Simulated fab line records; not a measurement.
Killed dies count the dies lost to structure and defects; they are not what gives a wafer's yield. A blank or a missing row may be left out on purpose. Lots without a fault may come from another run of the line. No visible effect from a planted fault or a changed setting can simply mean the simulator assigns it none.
fab line records -- flow n5_finfet -- part 2 of 2: steps 5 to 6 of 6
record lots=22, wafers=66, last_day=18
route steps=1938 shown SDB@368 HKMG_FIN@401 GATE_CUT@468
lots with no fault: from the same line, run without faults
start_h: hours from the record's first day to the start of the lot's first wafer shown -- wait_h: hours from the lot's prior step to this one -- " as in the row above -- L1.1+2: several wafers, shown together as one row -- - value missing, or start not given -- * or withheld: withheld -- < > ~ a bound
route shown NAME@n: NAME is a module with steps in the file, n the number in the route of the first one -- usual: mean/standard deviation of fault-free wafers -- same: alike in all rows -- chamber/n: place in a boat -- sites: the reading at each site -- _std_site: how widely they spread, as a standard deviation -- _edge_site: outer sites' mean less inner sites' -- radius_mm: how far each site lies from the wafer's centre -- mask NAME#n: copy n -- behind: the most recent tool/chamber to have shaped the wafer -- hold: what put the lot on hold/how long, in hours/how the hold closed -- device: names the non-switching transistor (n, p or np) -- end of line: the same wafers' tests at the end of the route -- step lacking rows: just its recipe -- killed: dies lost to structure and defects at the first sort, not the wafer's yield -- map: dies across one wafer; x = killed, . = not, _ = none there
set.NAME: the setting as run; set.NAME@STEP: as run at that earlier step -- model.NAME: the simulator's own value behind a step, which no gauge read
one table for each step of the route and one row for each wafer, over a sample of lots
services: a tool's chamber out of use, with start hour (start_h, from the record's first day; less than 0 if before it), hours out, and reason
## steps
# step N5_HKMG_FIN_STRIP_90
# recipe chemistry=N2/H2, material=SOC, time_s=20, power_w=500, temp_c=40, pressure_mtorr=50, rf_frequency_hz=6e+07, bias_power_w=8, h2_frac=0.5, n2_flow_sccm=300, h2_flow_sccm=300
# usual drypump_motor_current_A=5.6/0.48, oes_product_au=0.77/0.087, rf_vpp_V=54.2/0.91, showerhead_plenum_p_Torr=3.36/0.093, throttle_valve_pct=19.1/0.44
lot.wafer,tool,chamber,start_h,wait_h,drypump_motor_current_A,oes_product_au,rf_hours_counter_h,rf_vpp_V,showerhead_plenum_p_Torr,throttle_valve_pct
L074.2,rie_diel-03,3,78.31,0.0,5.2,0.78,108,55.9,3.53,19.1
L074.3,rie_diel-03,1,78.31,0.0,5.3,0.88,41,54.7,3.27,18.4
L074.4,rie_diel-03,3,78.31,0.0,5.1,0.78,-,55.5,3.53,19.1
L075.1,rie_diel-04,0,84.18,0.0,5.0,0.70,221,54.9,3.36,19.8
L075.4,rie_diel-04,3,84.18,0.0,6.1,0.70,228,53.2,3.32,18.7
L075.6,rie_diel-04,0,84.18,0.0,5.0,0.70,-,53.7,3.36,19.8
L076.2,rie_diel-04,1,88.24,0.0,6.0,0.76,162,53.6,3.48,19.5
L076.3,rie_diel-04,2,88.24,0.0,5.1,0.71,233,54.6,3.32,19.1
L076.5,rie_diel-04,3,88.24,0.0,6.2,0.71,-,53.9,3.32,18.7
L077.2,rie_diel-02,0,95.44,0.0,5.1,0.74,188,53.7,3.20,19.1
L077.4,rie_diel-02,1,95.44,0.0,6.4,0.70,-,53.8,3.31,18.5
L077.5,rie_diel-02,0,95.44,0.0,5.1,0.73,-,55.3,3.20,19.1
L078.2,rie_diel-04,0,101.10,0.0,5.0,0.70,227,53.9,3.35,19.8
L078.5,rie_diel-04,0,101.10,0.0,5.0,0.70,-,55.3,3.35,19.8
L078.6,rie_diel-04,1,101.10,0.0,6.0,0.75,-,56.7,3.48,19.5
L079.2,rie_diel-04,0,109.87,0.0,5.0,0.70,230,53.5,3.35,19.8
L079.4,rie_diel-04,1,109.87,0.0,6.0,0.76,169,53.2,3.48,19.5
L079.6,rie_diel-04,1,109.87,0.0,6.0,0.75,-,55.3,3.48,19.5
L080.4,rie_diel-04,2,118.44,0.0,5.1,0.71,242,54.2,3.31,19.1
L080.5,rie_diel-04,1,118.44,0.0,6.0,0.74,-,53.5,3.48,19.5
L080.6,rie_diel-04,0,118.44,0.0,5.0,0.69,-,54.0,3.35,19.8
L081.3,rie_diel-04,1,122.87,0.0,6.0,0.74,174,54.5,3.47,19.5
L081.5,rie_diel-04,3,122.87,0.0,6.2,0.69,-,55.3,3.31,18.7
L081.6,rie_diel-04,0,122.87,0.0,5.0,0.69,-,55.1,3.35,19.8
L082.1,rie_diel-04,2,126.16,0.0,5.1,0.70,246,53.8,3.31,19.1
L082.2,rie_diel-04,3,126.16,0.0,6.2,0.69,243,53.3,3.31,18.8
L082.3,rie_diel-04,1,126.16,0.0,6.0,0.75,175,54.5,3.47,19.5
L083.1,rie_diel-03,2,131.85,0.0,5.8,0.71,202,53.8,3.34,19.4
L083.3,rie_diel-03,3,131.85,0.0,5.2,0.77,127,55.6,3.52,19.1
L083.4,rie_diel-03,2,131.85,0.0,5.8,0.71,-,54.3,3.34,19.4
L084.3,rie_diel-03,3,139.79,0.0,5.2,0.76,131,55.6,3.52,19.1
L084.4,rie_diel-03,3,139.79,0.0,5.2,0.76,-,54.1,3.52,19.1
L084.6,rie_diel-03,2,139.79,0.0,5.9,0.71,-,54.3,3.33,19.4
L085.2,rie_diel-04,3,143.20,0.0,6.2,0.69,249,52.8,3.31,18.7
L085.4,rie_diel-04,3,143.20,0.0,6.1,0.68,-,53.6,3.31,18.8
L085.6,rie_diel-04,1,143.20,0.0,6.0,0.74,-,54.4,3.47,19.5
L086.1,rie_diel-03,1,151.12,0.0,5.3,0.84,61,53.0,3.26,18.4
L086.2,rie_diel-03,3,151.12,0.0,5.2,0.76,135,54.1,3.52,19.1
L086.4,rie_diel-03,0,151.12,0.0,6.2,0.90,24,54.1,3.29,19.2
L087.1,rie_diel-04,0,156.55,0.0,4.9,0.68,250,53.0,3.34,19.8
L087.3,rie_diel-04,1,156.55,0.0,6.0,0.73,188,53.9,3.47,19.5
L087.6,rie_diel-04,3,156.55,0.0,6.2,0.68,-,53.2,3.31,18.8
L088.2,rie_diel-03,2,162.49,0.0,5.9,0.71,214,53.5,3.33,19.4
L088.3,rie_diel-03,1,162.49,0.0,5.3,0.83,66,53.8,3.26,18.4
L088.6,rie_diel-03,1,162.49,0.0,5.3,0.84,-,54.5,3.26,18.4
L089.1,rie_diel-02,0,168.73,0.0,5.1,0.72,214,52.5,3.18,19.1
L089.2,rie_diel-02,2,168.73,0.0,5.1,0.86,55,54.7,3.29,19.0
L089.3,rie_diel-02,3,168.73,0.0,5.3,0.94,25,55.3,3.55,18.4
L090.1,rie_diel-03,3,171.58,0.0,5.2,0.75,144,54.9,3.51,19.1
L090.2,rie_diel-03,2,171.58,0.0,5.9,0.70,219,54.3,3.33,19.4
L090.3,rie_diel-03,1,171.58,0.0,5.3,0.83,71,55.2,3.26,18.5
L093.1,rie_diel-04,1,191.24,0.0,6.0,0.72,202,54.2,3.46,19.5
L093.5,rie_diel-04,2,191.24,0.0,5.1,0.94,-,54.3,3.30,18.7
L093.6,rie_diel-04,3,191.24,0.0,6.2,0.92,-,54.1,3.30,18.3
L094.3,rie_diel-04,2,204.51,0.0,5.1,0.92,19,53.5,3.30,18.8
L094.4,rie_diel-04,1,204.51,0.0,6.0,0.72,-,53.2,3.45,19.5
L094.6,rie_diel-04,2,204.51,0.0,5.1,0.93,-,52.4,3.30,18.8
L095.2,rie_diel-03,2,204.79,0.0,5.9,0.68,233,53.9,3.32,19.4
L095.3,rie_diel-03,0,204.79,0.0,6.2,0.87,32,53.1,3.29,19.2
L095.6,rie_diel-03,1,204.79,0.0,5.3,0.80,-,54.4,3.25,18.5
L096.1,rie_diel-03,2,211.71,0.0,5.9,0.68,237,53.5,3.32,19.4
L096.4,rie_diel-03,0,211.71,0.0,6.2,0.88,-,54.7,3.29,19.2
L096.6,rie_diel-03,2,211.71,0.0,5.9,0.69,-,54.4,3.32,19.4
L097.1,rie_diel-03,2,218.49,0.0,5.9,0.68,239,54.4,3.32,19.4
L097.2,rie_diel-03,1,218.49,0.0,5.3,0.80,88,53.7,3.25,18.5
L097.4,rie_diel-03,3,218.49,0.0,5.1,0.73,165,53.8,3.50,19.2
# step N5_GATE_CUT_VAPOR_ETCH_60
# recipe chemistry=BCl3/Cl2, target=HfO2, mode=isotropic
# usual drypump_motor_current_A=5.8/0.4, he_backside_leak_sccm=3.34/0.14, oes_product_au=0.70/0.081
lot.wafer,tool,chamber,start_h,wait_h,drypump_motor_current_A,he_backside_leak_sccm,oes_product_au
L074.2,rie_metal-01,1,80.93,0.1,6.4,3.27,0.68
L074.3,rie_metal-01,1,80.93,0.1,6.4,3.40,0.69
L074.4,rie_metal-01,1,80.93,0.1,6.3,3.18,0.68
L075.1,rie_metal-01,1,86.70,0.1,6.4,3.67,0.69
L075.4,rie_metal-01,1,86.70,0.1,6.3,3.48,0.68
L075.6,rie_metal-01,1,86.70,0.1,6.4,3.66,0.69
L076.2,rie_metal-03,1,90.48,0.0,5.1,3.38,0.81
L076.3,rie_metal-03,0,90.48,0.0,6.2,3.35,0.88
L076.5,rie_metal-03,0,90.48,0.0,6.2,3.30,0.89
L077.2,rie_metal-02,0,97.76,0.0,5.9,3.10,0.65
L077.4,rie_metal-02,1,97.76,0.0,5.6,3.42,0.65
L077.5,rie_metal-02,1,97.76,0.0,5.6,3.35,0.65
L078.2,rie_metal-02,0,103.30,0.0,5.9,3.11,0.65
L078.5,rie_metal-02,1,103.30,0.0,5.6,3.29,0.64
L078.6,rie_metal-02,0,103.30,0.0,5.9,3.23,0.65
L079.2,rie_metal-01,1,112.33,0.1,6.4,3.40,0.67
L079.4,rie_metal-01,1,112.33,0.1,6.4,3.47,0.67
L079.6,rie_metal-01,1,112.33,0.1,6.4,3.39,0.67
L080.4,rie_metal-01,1,120.91,0.1,6.4,3.37,0.66
L080.5,rie_metal-01,1,120.91,0.1,6.3,3.39,0.67
L080.6,rie_metal-01,1,120.91,0.1,6.4,3.34,0.67
L081.3,rie_metal-03,1,125.09,0.0,5.1,3.26,0.80
L081.5,rie_metal-03,1,125.09,0.0,5.1,3.18,0.80
L081.6,rie_metal-03,0,125.09,0.0,6.2,3.22,0.88
L082.1,rie_metal-02,0,128.47,0.0,5.9,3.36,0.65
L082.2,rie_metal-02,1,128.47,0.0,5.6,3.48,0.65
L082.3,rie_metal-02,1,128.47,0.0,5.6,3.43,0.64
L083.1,rie_metal-02,0,134.05,0.0,5.9,3.51,0.64
L083.3,rie_metal-02,1,134.05,0.0,5.6,3.41,0.65
L083.4,rie_metal-02,0,134.05,0.0,5.9,3.25,0.64
L084.3,rie_metal-02,1,142.00,0.0,5.6,3.44,0.63
L084.4,rie_metal-02,0,142.00,0.0,5.9,3.25,0.64
L084.6,rie_metal-02,1,142.00,0.0,5.6,3.42,0.64
L085.2,rie_metal-01,1,145.40,0.0,6.4,3.66,0.66
L085.4,rie_metal-01,1,145.40,0.0,6.4,3.57,0.67
L085.6,rie_metal-01,1,145.40,0.0,6.4,3.52,0.66
L086.1,rie_metal-03,0,153.32,0.0,6.2,3.35,0.86
L086.2,rie_metal-03,1,153.32,0.0,5.1,3.30,0.79
L086.4,rie_metal-03,0,153.32,0.0,6.2,3.45,0.86
L087.1,rie_metal-02,1,158.77,0.0,5.6,3.33,0.64
L087.3,rie_metal-02,0,158.77,0.0,5.9,3.25,0.65
L087.6,rie_metal-02,0,158.77,0.0,5.9,3.24,0.64
L088.2,rie_metal-03,1,164.70,0.0,5.1,3.34,0.79
L088.3,rie_metal-03,0,164.70,0.0,6.2,3.28,0.86
L088.6,rie_metal-03,1,164.70,0.0,5.1,3.15,0.79
L089.1,rie_metal-02,1,170.94,0.0,5.6,3.42,0.64
L089.2,rie_metal-02,0,170.94,0.0,5.9,2.91,0.64
L089.3,rie_metal-02,1,170.94,0.0,5.6,3.36,0.64
L090.1,rie_metal-02,0,173.78,0.0,5.9,3.22,0.64
L090.2,rie_metal-02,1,173.78,0.0,5.6,3.36,0.63
L090.3,rie_metal-02,0,173.78,0.0,5.9,3.16,0.64
L093.1,rie_metal-02,0,193.44,0.0,5.9,3.35,0.64
L093.5,rie_metal-02,1,193.44,0.0,5.6,3.45,0.64
L093.6,rie_metal-02,0,193.44,0.0,5.9,3.08,0.64
L094.3,rie_metal-03,1,206.73,0.0,5.1,3.47,0.79
L094.4,rie_metal-03,0,206.73,0.0,6.2,3.39,0.85
L094.6,rie_metal-03,1,206.73,0.0,5.1,3.55,0.78
L095.2,rie_metal-02,1,207.15,0.0,5.6,3.42,0.63
L095.3,rie_metal-02,0,207.15,0.0,5.9,3.49,0.63
L095.6,rie_metal-02,1,207.15,0.0,5.6,3.25,0.63
L096.1,rie_metal-01,0,213.91,0.0,5.5,3.20,0.63
L096.4,rie_metal-01,0,213.91,0.0,5.6,3.17,0.63
L096.6,rie_metal-01,0,213.91,0.0,5.5,3.17,0.64
L097.1,rie_metal-02,1,220.87,0.0,5.6,3.42,0.63
L097.2,rie_metal-02,0,220.87,0.0,5.9,3.25,0.64
L097.4,rie_metal-02,1,220.87,0.0,5.6,3.36,0.63
## services
tool,chamber,start_h,hours,kind
rie_metal-03,1,55.62,2.4,repair
rie_diel-03,0,63.04,1.6,repair
rie_metal-01,-,69.73,3.4,repair
ald_metal-03,2,73.11,19.1,repair
rie_metal-02,-,79.49,14.6,pm
rie_metal-03,-,92.99,14.6,pm
ald_metal-01,2,93.62,22.0,repair
rie_diel-03,1,129.58,13.2,repair
rie_diel-04,2,139.87,-,clean
rie_diel-04,2,139.87,-,consumable_replace:focus_ring
rie_diel-04,2,139.87,23.9,scheduled_down
rie_diel-04,2,139.87,23.9,vent_cycle
rie_metal-02,-,152.42,0.4,repair
rie_diel-04,3,163.89,-,clean
rie_diel-04,3,163.89,-,consumable_replace:focus_ring
rie_diel-04,3,163.89,13.6,scheduled_down
rie_diel-04,3,163.89,13.6,vent_cycle
rie_diel-04,0,177.63,-,clean
rie_diel-04,0,177.63,-,consumable_replace:focus_ring
rie_diel-04,0,177.63,29.9,scheduled_down
rie_metal-03,-,181.71,0.5,repair
ald_metal-03,-,190.28,8.7,pm
rie_diel-03,1,204.96,8.0,repair
rie_metal-02,-,210.46,2.8,pm
